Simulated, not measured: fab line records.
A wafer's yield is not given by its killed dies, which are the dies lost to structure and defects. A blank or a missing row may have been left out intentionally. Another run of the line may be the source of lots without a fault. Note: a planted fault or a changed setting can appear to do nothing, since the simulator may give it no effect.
fab line records + flow n5Finfet
record:
- lots: 7
- wafers: 39
route steps=1938 shown BEOL_M12@1602 BEOL_M14@1762
startH: hours from the record's first day to the start of the lot's first wafer shown + waitH: hours from the lot's prior step to this one + " identical to the entry in the row above + L1.1+2: a single row standing in for several wafers + - either no value or no given start + * or withheld: withheld + < > ~ a bound
route shown NAME@n: a module of which the file shows steps, and the number in the route of the first + usual: mean and standard deviation over wafers with no fault + same: alike in all rows + chamber/n: place in a boat + sites: readings site by site + _std_site: how widely they spread, as a standard deviation + _edge_site: the outer-site mean with the inner-site mean subtracted + radiusMm: how far each site lies from the wafer's centre + mask NAME#n: copy n + behind: the tool/chamber that last shaped the wafer + hold: reason for holding the lot/hours on hold/outcome of the hold + device: the transistor (n, p or np) that didn't switch + end of line: the same wafers' tests at the end of the route + a step with no rows: only its recipe + killed: at the first sort, the dies lost to defects and structure; wafer yield is something else + map: dies across one wafer; x = killed, . = not, _ = none there
set.NAME: the setting as run; set.NAME@STEP: as run at that earlier step + model.NAME: the simulator's own value behind a step, which no gauge read
lots where settings were altered on purpose, with a table for each step and a row for each wafer
== steps ==
step: N5_BEOL_M12_ILD_DEP_00
recipe:
- material: SiOC
- targetThkA: 6589.2
- tempC: 350
- precursor: DEMS/O2
- pressureTorr: 5
- rfW: 500
- timeS: 130.7
| lot.wafer | tool     | chamber | startH | waitH | set.targetThkA | model.SiOC_of_BEOL_M12_ILD_DEP_00.thkNm |
|-----------|----------|---------|--------|-------|----------------|-----------------------------------------|
| L084.1    | pecvd-03 | 1       | 383.46 | 0.0   | 6589.2         | 652.8                                   |
| L084.2    | "        | 2       | "      | "     | 6589.2         | 647                                     |
| L084.3    | "        | 0       | "      | "     | 6589.2         | 661                                     |
| L084.4    | "        | 2       | "      | "     | 6589.2         | 670.6                                   |
| L084.5    | "        | 0       | "      | "     | 6589.2         | 668.2                                   |
| L084.6    | "        | 1       | "      | "     | 6589.2         | 661.2                                   |
| L085.1    | pecvd-04 | 2       | 390.76 | 0.0   | 6589.2         | 664.4                                   |
| L085.2    | "        | 0       | "      | "     | 6589.2         | 659                                     |
| L085.3    | "        | 1       | "      | "     | 6589.2         | 661.8                                   |
| L085.4    | "        | 1       | "      | "     | 6589.2         | 672                                     |
| L085.5    | "        | 2       | "      | "     | 6589.2         | 670                                     |
| L085.6    | "        | 0       | "      | "     | 6589.2         | 673.6                                   |
| L087.1    | pecvd-04 | 2       | 412.22 | 0.0   | 5333           | 547.6                                   |
| L087.2    | "        | 0       | "      | "     | 6589.2         | 671.6                                   |
| L087.3    | "        | 2       | "      | "     | 5333           | 552                                     |
| L087.4    | "        | 0       | "      | "     | 6589.2         | 669                                     |
| L087.5    | "        | 2       | "      | "     | 5333           | 548                                     |
| L087.6    | "        | 0       | "      | "     | 6589.2         | 669.6                                   |
| L088.3    | pecvd-04 | 1       | 425.12 | 0.0   | 6589.2         | 659.8                                   |
| L088.5    | "        | 0       | "      | "     | 6589.2         | 675.2                                   |
| L088.6    | "        | 1       | "      | "     | 6589.2         | 661.2                                   |
| L091.1    | pecvd-03 | 2       | 442.82 | 0.0   | 5106           | 489.4                                   |
| L091.2    | "        | 0       | "      | "     | 6589.2         | 656.6                                   |
| L091.3    | "        | 1       | "      | "     | 5106           | 503                                     |
| L091.4    | "        | 1       | "      | "     | 6589.2         | 654.2                                   |
| L091.5    | "        | 0       | "      | "     | 6589.2         | 659.4                                   |
| L091.6    | "        | 2       | "      | "     | 5106           | 509.4                                   |
| L093.1    | pecvd-04 | 2       | 471.91 | 0.0   | 4863           | 480.8                                   |
| L093.2    | "        | 0       | "      | "     | 6589.2         | 654.6                                   |
| L093.3    | "        | 2       | "      | "     | 4863           | 487.2                                   |
| L093.4    | "        | 0       | "      | "     | 6589.2         | 662.6                                   |
| L093.5    | "        | 2       | "      | "     | 6589.2         | 664.8                                   |
| L093.6    | "        | 0       | "      | "     | 4863           | 485.8                                   |
| L082.1    | pecvd-03 | 0       | 473.12 | 0.0   | 8014           | 795.6                                   |
| L082.2    | "        | 2       | "      | "     | 8014           | 786.2                                   |
| L082.3    | "        | 1       | "      | "     | 6589.2         | 651                                     |
| L082.4    | "        | 2       | "      | "     | 6589.2         | 666.2                                   |
| L082.5    | "        | 1       | "      | "     | 6589.2         | 657.2                                   |
| L082.6    | "        | 0       | "      | "     | 8014           | 805.6                                   |
step: N5_BEOL_M12_THK_MEAS_01
recipe:
- reads: SiOC_of_BEOL_M12_ILD_DEP_00
usual:
- M12_ILD_THK: 661/8.4
| lot.wafer | tool         | chamber | startH | waitH | set.targetThkA@BEOL_M12_ILD_DEP_00 | M12_ILD_THK[nm] |
|-----------|--------------|---------|--------|-------|------------------------------------|-----------------|
| L084.1    | filmMetro-02 | -       | 383.59 | 0.1   | 6589.2                             | 652             |
| L084.2    | "            | -       | "      | "     | 6589.2                             | 647             |
| L084.3    | "            | -       | "      | "     | 6589.2                             | 661             |
| L084.4    | "            | -       | "      | "     | 6589.2                             | 670             |
| L084.5    | "            | -       | "      | "     | 6589.2                             | 669             |
| L084.6    | "            | -       | "      | "     | 6589.2                             | 661             |
| L085.1    | filmMetro-02 | -       | 390.89 | 0.1   | 6589.2                             | 664             |
| L085.2    | "            | -       | "      | "     | 6589.2                             | 659             |
| L085.3    | "            | -       | "      | "     | 6589.2                             | 661             |
| L085.4    | "            | -       | "      | "     | 6589.2                             | 673             |
| L085.5    | "            | -       | "      | "     | 6589.2                             | 670             |
| L085.6    | "            | -       | "      | "     | 6589.2                             | 673             |
| L087.1    | filmMetro-02 | -       | 412.40 | 0.1   | 5333                               | 547             |
| L087.2    | "            | -       | "      | "     | 6589.2                             | 672             |
| L087.3    | "            | -       | "      | "     | 5333                               | 552             |
| L087.4    | "            | -       | "      | "     | 6589.2                             | 669             |
| L087.5    | "            | -       | "      | "     | 5333                               | 548             |
| L087.6    | "            | -       | "      | "     | 6589.2                             | 670             |
| L088.3    | filmMetro-02 | -       | 425.25 | 0.1   | 6589.2                             | 659             |
| L088.5    | "            | -       | "      | "     | 6589.2                             | 675             |
| L088.6    | "            | -       | "      | "     | 6589.2                             | 660             |
| L091.1    | filmMetro-02 | -       | 442.95 | 0.1   | 5106                               | 490             |
| L091.2    | "            | -       | "      | "     | 6589.2                             | 657             |
| L091.3    | "            | -       | "      | "     | 5106                               | 503             |
| L091.4    | "            | -       | "      | "     | 6589.2                             | 654             |
| L091.5    | "            | -       | "      | "     | 6589.2                             | 659             |
| L091.6    | "            | -       | "      | "     | 5106                               | 509             |
| L093.1    | filmMetro-02 | -       | 472.09 | 0.1   | 4863                               | 481             |
| L093.2    | "            | -       | "      | "     | 6589.2                             | 655             |
| L093.3    | "            | -       | "      | "     | 4863                               | 487             |
| L093.4    | "            | -       | "      | "     | 6589.2                             | 662             |
| L093.5    | "            | -       | "      | "     | 6589.2                             | 665             |
| L093.6    | "            | -       | "      | "     | 4863                               | 486             |
| L082.1    | filmMetro-02 | -       | 473.25 | 0.1   | 8014                               | 795             |
| L082.2    | "            | -       | "      | "     | 8014                               | 786             |
| L082.3    | "            | -       | "      | "     | 6589.2                             | 651             |
| L082.4    | "            | -       | "      | "     | 6589.2                             | 666             |
| L082.5    | "            | -       | "      | "     | 6589.2                             | 657             |
| L082.6    | "            | -       | "      | "     | 8014                               | 806             |
step: N5_BEOL_M12_COAT_58
recipe:
- resist: BARC
- tempC: 205
- timeS: 60
- spinRpm: 1500
- resistThkNm: 89
step: N5_BEOL_M12_COAT_04
recipe:
- spinRpm: 1625
- resistThkNm: 400
step: N5_BEOL_M12_DESCUM_15
recipe:
- chemistry: O2
- timeS: 7.9
- sourcePowerW: 50
- biasPowerW: 20
- pressureMtorr: 20
- rfFrequencyHz: 2.712e+07
- tempC: 40
- o2FlowSccm: 225
step: N5_BEOL_M12_ETCH_59
recipe:
- chemistry: N2/H2
- target: BARC
- targetDepthA: 890
- overetchA: 267
- timeS: 67.9
- ionEnergyEv: 200
- pressureMtorr: 30
- sourceW: 840
- biasW: 150
- n2FlowSccm: 200
- h2FlowSccm: 200
step: N5_BEOL_M12_VIA_ETCH_16
recipe:
- chemistry: C4F8/O2/Ar
- target: SiOC
- pressureMtorr: 30
- sourceW: 3000
- biasW: 700
- Ar_flow_sccm: 400
- C4F8_flow_sccm: 15
- O2_flow_sccm: 8
- heInnerTorr: 15
- heOuterTorr: 30
- targetDepthA: 7248
- timeS: withheld
- ionEnergyEv: 250
- ends: cleared
| lot.wafer | tool       | chamber | startH | waitH | set.targetThkA@BEOL_M12_ILD_DEP_00 | model.etch.depthNm | model.coat_of_BEOL_M12_COAT_04.thkNm |
|-----------|------------|---------|--------|-------|------------------------------------|--------------------|--------------------------------------|
| L084.1    | rieDiel-04 | 2       | 384.07 | 0.0   | 6589.2                             | 652.7              | 126.2                                |
| L084.2    | "          | 1       | "      | "     | 6589.2                             | 647                | 133                                  |
| L084.3    | "          | 0       | "      | "     | 6589.2                             | 661                | 124.6                                |
| L084.4    | "          | 2       | "      | "     | 6589.2                             | 670.6              | 122.8                                |
| L084.5    | "          | 1       | "      | "     | 6589.2                             | 668.2              | 125.8                                |
| L084.6    | "          | 0       | "      | "     | 6589.2                             | 661.2              | 125                                  |
| L085.1    | rieDiel-04 | 1       | 391.38 | 0.0   | 6589.2                             | 664.3              | 121.2                                |
| L085.2    | "          | 2       | "      | "     | 6589.2                             | 659                | 121.4                                |
| L085.3    | "          | 0       | "      | "     | 6589.2                             | 661.7              | 119.6                                |
| L085.4    | "          | 3       | "      | "     | 6589.2                             | 672                | 117.2                                |
| L085.5    | "          | 0       | "      | "     | 6589.2                             | 669.9              | 118.6                                |
| L085.6    | "          | 3       | "      | "     | 6589.2                             | 673.5              | 117.2                                |
| L087.1    | rieDiel-02 | 2       | 413.01 | 0.0   | 5333                               | 547.5              | 156.6                                |
| L087.2    | "          | 0       | "      | "     | 6589.2                             | 671.6              | 118.4                                |
| L087.3    | "          | 3       | "      | "     | 5333                               | 552                | 157                                  |
| L087.4    | "          | 1       | "      | "     | 6589.2                             | 669.1              | 121.6                                |
| L087.5    | "          | 1       | "      | "     | 5333                               | 548.1              | 156.6                                |
| L087.6    | "          | 0       | "      | "     | 6589.2                             | 669.7              | 119.4                                |
| L088.3    | rieDiel-02 | 3       | 426.04 | 0.0   | 6589.2                             | 659.9              | 126.4                                |
| L088.5    | "          | 0       | "      | "     | 6589.2                             | 675.3              | 118.8                                |
| L088.6    | "          | 3       | "      | "     | 6589.2                             | 661.1              | 126.4                                |
| L091.1    | rieDiel-02 | 0       | 443.48 | 0.0   | 5106                               | 489.5              | 172                                  |
| L091.2    | "          | 2       | "      | "     | 6589.2                             | 656.6              | 124.6                                |
| L091.3    | "          | 3       | "      | "     | 5106                               | 503                | 171.8                                |
| L091.4    | "          | 0       | "      | "     | 6589.2                             | 654.3              | 125.2                                |
| L091.5    | "          | 2       | "      | "     | 6589.2                             | 659.5              | 121.8                                |
| L091.6    | "          | 3       | "      | "     | 5106                               | 509.4              | 170.8                                |
| L093.1    | rieDiel-05 | 1       | 472.57 | 0.0   | 4863                               | 480.9              | 175.6                                |
| L093.2    | "          | 0       | "      | "     | 6589.2                             | 654.7              | 126.4                                |
| L093.3    | "          | 2       | "      | "     | 4863                               | 487.1              | 174.6                                |
| L093.4    | "          | 2       | "      | "     | 6589.2                             | 662.6              | 121.2                                |
| L093.5    | "          | 1       | "      | "     | 6589.2                             | 664.8              | 121.8                                |
| L093.6    | "          | 0       | "      | "     | 4863                               | 485.8              | 176.8                                |
| L082.1    | rieDiel-02 | 3       | 473.81 | 0.0   | 8014                               | 795.5              | 86.2                                 |
| L082.2    | "          | 1       | "      | "     | 8014                               | 786.1              | 85.6                                 |
| L082.3    | "          | 2       | "      | "     | 6589.2                             | 651                | 125.8                                |
| L082.4    | "          | 1       | "      | "     | 6589.2                             | 666.2              | 120.4                                |
| L082.5    | "          | 2       | "      | "     | 6589.2                             | 657.2              | 124.6                                |
| L082.6    | "          | 3       | "      | "     | 8014                               | 805.6              | 83.4                                 |
step: N5_BEOL_M12_STRIP_63
recipe:
- chemistry: N2/H2
- powerW: 1000
- tempC: 250
- h2Frac: 0.65
- overashFraction: 0.3
- pressureMtorr: 1000
- n2FlowSccm: 1750
- h2FlowSccm: 3250
usual:
- stripTimeToEndpointS: 42.6/0.79
| lot.wafer | tool           | chamber | startH | waitH | set.targetThkA@BEOL_M12_ILD_DEP_00 | stripTimeToEndpointS |
|-----------|----------------|---------|--------|-------|------------------------------------|----------------------|
| L084.1    | plasmaAsher-01 | 1       | 384.38 | -     | 6589.2                             | 43.4                 |
| L084.2    | "              | 0       | "      | "     | 6589.2                             | 45.1                 |
| L084.3    | "              | 0       | "      | "     | 6589.2                             | 42.9                 |
| L084.4    | "              | 1       | "      | "     | 6589.2                             | 42.4                 |
| L084.5    | "              | 0       | "      | "     | 6589.2                             | 43.2                 |
| L084.6    | "              | 1       | "      | "     | 6589.2                             | 43.0                 |
| L085.1    | plasmaAsher-01 | 1       | 391.58 | -     | 6589.2                             | 42.0                 |
| L085.2    | "              | 0       | "      | "     | 6589.2                             | 42.0                 |
| L085.3    | "              | 0       | "      | "     | 6589.2                             | 41.6                 |
| L085.4    | "              | 1       | "      | "     | 6589.2                             | 40.9                 |
| L085.5    | "              | 1       | "      | "     | 6589.2                             | 41.3                 |
| L085.6    | "              | 0       | "      | "     | 6589.2                             | 40.9                 |
| L087.1    | plasmaAsher-01 | 1       | 413.21 | -     | 5333                               | 51.4                 |
| L087.2    | "              | 0       | "      | "     | 6589.2                             | 41.2                 |
| L087.3    | "              | 0       | "      | "     | 5333                               | 51.5                 |
| L087.4    | "              | 1       | "      | "     | 6589.2                             | 42.1                 |
| L087.5    | "              | 1       | "      | "     | 5333                               | 51.4                 |
| L087.6    | "              | 0       | "      | "     | 6589.2                             | 41.5                 |
| L088.3    | plasmaAsher-02 | 1       | 426.28 | -     | 6589.2                             | 43.4                 |
| L088.5    | "              | 0       | "      | "     | 6589.2                             | 41.4                 |
| L088.6    | "              | 1       | "      | "     | 6589.2                             | 43.4                 |
| L091.1    | plasmaAsher-01 | 1       | 443.68 | -     | 5106                               | 55.4                 |
| L091.2    | "              | 0       | "      | "     | 6589.2                             | 42.9                 |
| L091.3    | "              | 1       | "      | "     | 5106                               | 55.4                 |
| L091.4    | "              | 0       | "      | "     | 6589.2                             | 43.0                 |
| L091.5    | "              | 0       | "      | "     | 6589.2                             | 42.2                 |
| L091.6    | "              | 1       | "      | "     | 5106                               | 55.1                 |
| L093.1    | plasmaAsher-02 | 1       | 472.77 | -     | 4863                               | 56.3                 |
| L093.2    | "              | 0       | "      | "     | 6589.2                             | 43.4                 |
| L093.3    | "              | 0       | "      | "     | 4863                               | 56.1                 |
| L093.4    | "              | 1       | "      | "     | 6589.2                             | 42.0                 |
| L093.5    | "              | 0       | "      | "     | 6589.2                             | 42.2                 |
| L093.6    | "              | 1       | "      | "     | 4863                               | 56.7                 |
| L082.1    | plasmaAsher-01 | 1       | 474.01 | -     | 8014                               | 32.3                 |
| L082.2    | "              | 0       | "      | "     | 8014                               | 32.2                 |
| L082.3    | "              | 0       | "      | "     | 6589.2                             | 43.2                 |
| L082.4    | "              | 1       | "      | "     | 6589.2                             | 41.8                 |
| L082.5    | "              | 0       | "      | "     | 6589.2                             | 42.9                 |
| L082.6    | "              | 1       | "      | "     | 8014                               | 31.6                 |
step: N5_BEOL_M14_SPUTTER_43
recipe:
- material: TaN
- targetThkA: 150
- tempC: 50
- biasV: 168.6
- powerW: 15000
- chamberPressurePa: 0.12
- timeS: 24.19
| lot.wafer      | tool          | chamber | startH | waitH | set.targetThkA | model.TaN_of_BEOL_M14_SPUTTER_43.thkNm |
|----------------|---------------|---------|--------|-------|----------------|----------------------------------------|
| L084.1         | pvdSputter-03 | -       | 399.62 | 0.0   | 150            | 15                                     |
| L084.2+5       | "             | -       | "      | "     | 150            | 14.8                                   |
| L084.3+4+6     | "             | -       | "      | "     | 176            | 17.4                                   |
| L085.1         | pvdSputter-01 | -       | 415.35 | 0.0   | 150            | 15.2                                   |
| L085.2+5       | "             | -       | "      | "     | 150            | 15                                     |
| L085.3         | "             | -       | "      | "     | 223.8          | 22.4                                   |
| L085.4+6       | "             | -       | "      | "     | 223.8          | 22.6                                   |
| L087.1+6       | pvdSputter-02 | -       | 433.71 | 0.0   | 239.6          | 24.2                                   |
| L087.2+4       | "             | -       | "      | "     | 150            | 15.2                                   |
| L087.3         | "             | -       | "      | "     | 239.6          | 24                                     |
| L087.5         | "             | -       | "      | "     | 150            | 15                                     |
| L088.3+5+6     | pvdSputter-02 | -       | 441.63 | 0.0   | 150            | 15                                     |
| L091.1+6       | pvdSputter-03 | -       | 464.46 | 0.0   | 185.7          | 18.4                                   |
| L091.2+3       | "             | -       | "      | "     | 150            | 14.8                                   |
| L091.4         | "             | -       | "      | "     | 185.7          | 18.2                                   |
| L091.5         | "             | -       | "      | "     | 150            | 14.6                                   |
| L082.1+3+4     | pvdSputter-02 | -       | 492.89 | 0.0   | 150            | 15                                     |
| L082.2+5+6     | "             | -       | "      | "     | 150            | 15.2                                   |
| L093.1+2+4+5+6 | pvdSputter-01 | -       | 493.25 | 0.0   | 150            | 15                                     |
| L093.3         | "             | -       | "      | "     | 150            | 14.8                                   |
step: N5_BEOL_M14_SPUTTER_44
recipe:
- material: Ta
- targetThkA: 150
- tempC: 50
- biasV: 80
- powerW: 15000
- chamberPressurePa: 0.07
- timeS: 24.19
step: N5_BEOL_M14_SPUTTER_45
recipe:
- material: Cu
- targetThkA: 1000
- tempC: -20
- biasV: 60
- powerW: 26000
- chamberPressurePa: 0.13
- timeS: 16.67
step: N5_BEOL_M14_ECD_47
recipe:
- material: Cu
- targetThkA: 12480
step: N5_BEOL_M14_ANNEAL_48
recipe:
- tempC: 225
- timeS: 90
- ambient: N2
step: N5_BEOL_M14_CMP_49
recipe:
- stopOn: SiO2
- tOverpolishS: 5.2
- downForcePsi: 2
- platenRpm: 80
- clearingPlatenDownForcePsi: 2
- clearingPlatenRpm: 80
- postCmpClean: cuAlkaline
- targetThkNm: 560
- clearingPlatenPadVelocityMS: 1.5917
- padVelocityMS: 1.5917
usual:
- barrierFieldEndpointS: 11.41/0.21
| lot.wafer | tool   | chamber | startH | waitH | set.targetThkA@BEOL_M14_SPUTTER_43 | barrierFieldEndpointS |
|-----------|--------|---------|--------|-------|------------------------------------|-----------------------|
| L084.3    | cmp-01 | 3       | 400.41 | 0.2   | 176                                | 12.09                 |
| L084.4    | "      | 0       | "      | "     | 176                                | 12.17                 |
| L084.1    | "      | 1       | "      | "     | 150                                | 11.28                 |
| L084.2    | "      | 2       | "      | "     | 150                                | 11.07                 |
| L084.6    | "      | 3       | "      | "     | 176                                | 12.29                 |
| L084.5    | "      | 0       | "      | "     | 150                                | 11.41                 |
| L085.2    | cmp-01 | 2       | 416.11 | 0.2   | 150                                | 11.15                 |
| L085.3    | "      | 3       | "      | "     | 223.8                              | 14.02                 |
| L085.1    | "      | 0       | "      | "     | 150                                | 11.26                 |
| L085.4    | "      | 1       | "      | "     | 223.8                              | 13.92                 |
| L085.6    | "      | 2       | "      | "     | 223.8                              | 14.25                 |
| L085.5    | "      | 3       | "      | "     | 150                                | 11.36                 |
| L087.4    | cmp-03 | 1       | 434.62 | 0.1   | 150                                | 11.70                 |
| L087.3    | "      | 2       | "      | "     | 239.6                              | 15.43                 |
| L087.1    | "      | 3       | "      | "     | 239.6                              | 15.01                 |
| L087.2    | "      | 0       | "      | "     | 150                                | 11.79                 |
| L087.6    | "      | 1       | "      | "     | 239.6                              | 15.05                 |
| L087.5    | "      | 2       | "      | "     | 150                                | 11.64                 |
| L088.3    | cmp-04 | 2       | 442.40 | 0.2   | 150                                | 11.20                 |
| L088.5    | "      | 2       | "      | "     | 150                                | 11.16                 |
| L088.6    | "      | 3       | "      | "     | 150                                | 11.37                 |
| L091.1    | cmp-01 | 1       | 465.24 | 0.3   | 185.7                              | 12.38                 |
| L091.3    | "      | 2       | "      | "     | 150                                | 11.07                 |
| L091.2    | "      | 3       | "      | "     | 150                                | 11.28                 |
| L091.4    | "      | 0       | "      | "     | 185.7                              | 12.33                 |
| L091.6    | "      | 1       | "      | "     | 185.7                              | 12.44                 |
| L091.5    | "      | 2       | "      | "     | 150                                | 11.09                 |
| L082.1    | cmp-01 | 3       | 493.65 | 0.3   | 150                                | 11.63                 |
| L082.2    | "      | 0       | "      | "     | 150                                | 11.36                 |
| L082.4    | "      | 1       | "      | "     | 150                                | 11.19                 |
| L082.3    | "      | 2       | "      | "     | 150                                | 11.55                 |
| L082.5    | "      | 3       | "      | "     | 150                                | 11.49                 |
| L082.6    | "      | 0       | "      | "     | 150                                | 11.40                 |
| L093.3    | cmp-03 | 0       | 494.56 | 0.2   | 150                                | 11.09                 |
| L093.2    | "      | 1       | "      | "     | 150                                | 11.32                 |
| L093.4    | "      | 2       | "      | "     | 150                                | 11.31                 |
| L093.1    | "      | 3       | "      | "     | 150                                | 11.23                 |
| L093.5    | "      | 0       | "      | "     | 150                                | 11.29                 |
| L093.6    | "      | 1       | "      | "     | 150                                | 11.31                 |
== key ==
split:
- step: N5_BEOL_M12_ILD_DEP_00
- setting: targetThkA
- stated: 6589.2
- by: wafer
response:
- step: N5_BEOL_M12_ILD_DEP_00
- reading: model.SiOC_of_BEOL_M12_ILD_DEP_00.thkNm
- change: +6.62
- per: 1%
- r: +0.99
response:
- step: N5_BEOL_M12_THK_MEAS_01
- reading: M12_ILD_THK
- change: +6.63
- per: 1%
- r: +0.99
response:
- step: N5_BEOL_M12_VIA_ETCH_16
- reading: model.etch.depthNm
- change: +6.62
- per: 1%
- r: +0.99
response:
- step: N5_BEOL_M12_VIA_ETCH_16
- reading: model.coat_of_BEOL_M12_COAT_04.thkNm
- change: -1.97
- per: 1%
- r: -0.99
response:
- step: N5_BEOL_M12_STRIP_63
- reading: stripTimeToEndpointS
- change: *
- per: 1%
- r: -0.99
split:
- step: N5_BEOL_M14_SPUTTER_43
- setting: targetThkA
- stated: 150
- by: wafer
response:
- step: N5_BEOL_M14_SPUTTER_43
- reading: model.TaN_of_BEOL_M14_SPUTTER_43.thkNm
- change: +0.151
- per: 1%
- r: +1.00
response:
- step: N5_BEOL_M14_CMP_49
- reading: barrierFieldEndpointS
- change: +0.0569
- per: 1%
- r: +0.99
